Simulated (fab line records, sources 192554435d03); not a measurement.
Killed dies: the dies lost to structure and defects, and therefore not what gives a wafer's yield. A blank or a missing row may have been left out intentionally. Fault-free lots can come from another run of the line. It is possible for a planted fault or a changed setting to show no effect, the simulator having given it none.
Matching of chambers	flow n5_finfet	3 sister chambers for N5_BEOL_M7_ILD_DEP_00 on pecvd-04
The step deposits SiCOH lowk from DEMS/porogen, target thk 179.75 nm, time 33.4 s. 6 wafers are shown with their chamber, then 7 later ones without.

WAFERS PAIRED WITH THEIR CHAMBERS
wafer	chamber	throttle_valve_pct (%)	heater_power_w (W)
L079.2	1	16.2	359
L085.2	2	12.8	362
L089.3	1	15.8	288
L089.4	2	12.3	355
L090.2	0	13.9	300
L090.5	0	13.8	300

WAFERS WHOSE CHAMBER IS MISSING
wafer	throttle_valve_pct (%)	heater_power_w (W)
L090.6	16.1	299
L092.1	14.0	285
L092.2	16.2	321
L092.5	14.0	301
L093.1	16.0	322
L093.3	13.9	274
L093.4	14.0	276

THE CHAMBER EACH PASSED THROUGH
wafer	from the rows above	in truth
L090.6	1	1
L092.1	0	0
L092.2	1	1
L092.5	0	0
L093.1	1	1
L093.3	0	0
L093.4	0	0
Correct placement for 7 of the 7. Not placeable from these rows: 0. 0 placed wrongly.
How it was worked out, from the rows above alone: a wafer's distance from a chamber is the root of the sum, over the readings, of the square of ((its reading less the chamber's mean) divided by the reading's scatter). The wafer belongs to the nearest chamber; if the next one is less than 2 further off, it can't be placed. Each chamber's mean is taken over the wafers shown for it. The scatter is the square root of a quotient: the sum, over the shown wafers, of each reading's squared deviation from its chamber's mean, divided by wafers minus chambers.
